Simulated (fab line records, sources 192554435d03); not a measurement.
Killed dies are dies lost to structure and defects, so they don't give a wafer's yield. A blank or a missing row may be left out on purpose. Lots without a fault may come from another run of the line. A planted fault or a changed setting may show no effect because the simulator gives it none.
Split-lot experiment | flow n5_finfet | 7 lots, 39 wafers read, on a route of 1938 steps

THE SPLIT
At N5_BEOL_M2_ILD_DEP_00 (deposits SiOC from DEMS/O2, target thk 79 nm, time 15.3 s), the setting time_s was moved away from the recipe's 15.3 s on 12 of the 39 wafers read, by -41.9% to +45.1%. The other wafers ran this setting at the recipe's value.

The file shows no step between the split and the reading.

THE READING
M2_ILD_THK, in nm, at N5_BEOL_M2_THK_MEAS_01. Fault-free wafers of this fab line usually give 79.0 nm, standard deviation 0.93 nm.

wafer  | tool, chamber at the split | time_s as run, s | against the recipe | M2_ILD_THK, nm | against lot-mates on the recipe
L076.1 | pecvd-02, 1                | 15.3             | recipe             | 77.3           | -
L076.2 | pecvd-02, 2                | 22.2             | +45.1%             | 112.4          | +34.4
L076.3 | pecvd-02, 0                | 15.3             | recipe             | 78.0           | -
L076.4 | pecvd-02, 2                | 22.2             | +45.1%             | 114.2          | +36.2
L076.5 | pecvd-02, 0                | 22.2             | +45.1%             | 113.8          | +35.8
L076.6 | pecvd-02, 1                | 15.3             | recipe             | 78.8           | -
L078.1 | pecvd-03, 0                | 21.32            | +39.3%             | 107.4          | +28.4
L078.2 | pecvd-03, 2                | 21.32            | +39.3%             | 108.3          | +29.3
L078.3 | pecvd-03, 1                | 15.3             | recipe             | 77.8           | -
L078.4 | pecvd-03, 2                | 15.3             | recipe             | 79.7           | -
L078.5 | pecvd-03, 0                | 21.32            | +39.3%             | 109.5          | +30.5
L078.6 | pecvd-03, 1                | 15.3             | recipe             | 79.5           | -
L083.1 | pecvd-01, 2,0              | 15.3             | recipe             | 78.3           | -
L083.2 | pecvd-01, 0                | 15.3             | recipe             | 77.5           | -
L083.3 | pecvd-01, 2                | 15.3             | recipe             | 80.1           | -
L083.4 | pecvd-01, 2,0              | 15.3             | recipe             | 78.3           | -
L083.5 | pecvd-01, 0                | 15.3             | recipe             | 79.7           | -
L083.6 | pecvd-01, 2                | 15.3             | recipe             | 78.9           | -
L087.1 | pecvd-02, 1                | 15.3             | recipe             | 78.4           | -
L087.4 | pecvd-02, 1                | 15.3             | recipe             | 79.7           | -
L087.6 | pecvd-02, 0                | 15.3             | recipe             | 79.3           | -
L093.1 | pecvd-03, 2,1              | 8.882            | -41.9%             | 45.8           | -33.7
L093.2 | pecvd-03, 2,1              | 8.882            | -41.9%             | 45.9           | -33.6
L093.3 | pecvd-03, 0                | 15.3             | recipe             | 79.2           | -
L093.4 | pecvd-03, 0                | 8.882            | -41.9%             | 47.5           | -32.0
L093.5 | pecvd-03, 2,1              | 15.3             | recipe             | 79.6           | -
L093.6 | pecvd-03, 2,1              | 15.3             | recipe             | 79.6           | -
L095.1 | pecvd-02, 0                | 22.14            | +44.7%             | 111.3          | +32.8
L095.2 | pecvd-02, 1                | 22.14            | +44.7%             | 113.4          | +34.9
L095.3 | pecvd-02, 0                | 15.3             | recipe             | 79.0           | -
L095.4 | pecvd-02, 1                | 15.3             | recipe             | 78.1           | -
L095.5 | pecvd-02, 0                | 22.14            | +44.7%             | 114.0          | +35.5
L095.6 | pecvd-02, 1                | 15.3             | recipe             | 78.5           | -
L097.1 | pecvd-01, 2,1              | 15.3             | recipe             | 79.3           | -
L097.2 | pecvd-01, 2,1              | 15.3             | recipe             | 79.2           | -
L097.3 | pecvd-01, 0                | 15.3             | recipe             | 78.4           | -
L097.4 | pecvd-01, 1                | 15.3             | recipe             | 79.7           | -
L097.5 | pecvd-01, 0                | 15.3             | recipe             | 79.4           | -
L097.6 | pecvd-01, 2                | 15.3             | recipe             | 80.5           | -
Where a row lists several chambers, the file gives one row for several wafers and doesn't say which wafer went through which chamber.

THE FIT
A straight line over all 39 wafers: M2_ILD_THK changes by +0.764 nm for each +1% of time_s; r = +1.00; the points scatter about the line by 0.88 nm.
The same after taking each lot's own level away (the mean of its wafers on the recipe; 39 wafers): +0.775 nm for each +1%; r = +1.00; scatter 0.85 nm.
On that fit, the largest move of time_s shifts the reading by 35 nm.
The lots' own levels span 78.03 to 79.47 nm, that is 1.5 times the standard deviation above.
So the lot-to-lot level changes the slope little: the two slopes agree.
Check: with one of the wafers moved furthest among these (+45.1%) left out of the fit, the line predicts +34.9 nm for it against its lot-mates. It came out at +34.4 nm against them.

OTHER SPLITS ON THESE WAFERS
These wafers also went through other splits before the reading. Each is held against what the fit with the lots' levels taken away leaves over:
other split on the same wafers       | wafers away from the commonest value | r with M2_ILD_THK (lot level and that fit taken away)
N5_ZERO_LAYER_ETCH_18 target_depth_a | 15                                   | +0.14
N5_GATE_CUT_ALD_22 ald_cycles        | 18                                   | +0.05
N5_BEOL_M1_HM_DEP_02 target_thk_a    | 12                                   | -0.04

THE WHOLE CHAIN: every reading that the file lists as answering this split, in the file's order
step                   | what it does                                              | reading                                                                            | change (the file's fit)               | r (the file's)
N5_BEOL_M2_ILD_DEP_00  | deposits SiOC from DEMS/O2, target thk 79 nm, time 15.3 s | SiOC_of_BEOL_M2_ILD_DEP_00.thk_nm (the simulator's own value, which no gauge read) | +0.774 nm for each +1% of the setting | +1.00
N5_BEOL_M2_THK_MEAS_01 |                                                           | M2_ILD_THK                                                                         | +0.773 for each +1% of the setting    | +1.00

THE FILE'S OWN FIT
M2_ILD_THK changes by +0.773 nm for each +1% of time_s, r = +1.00.
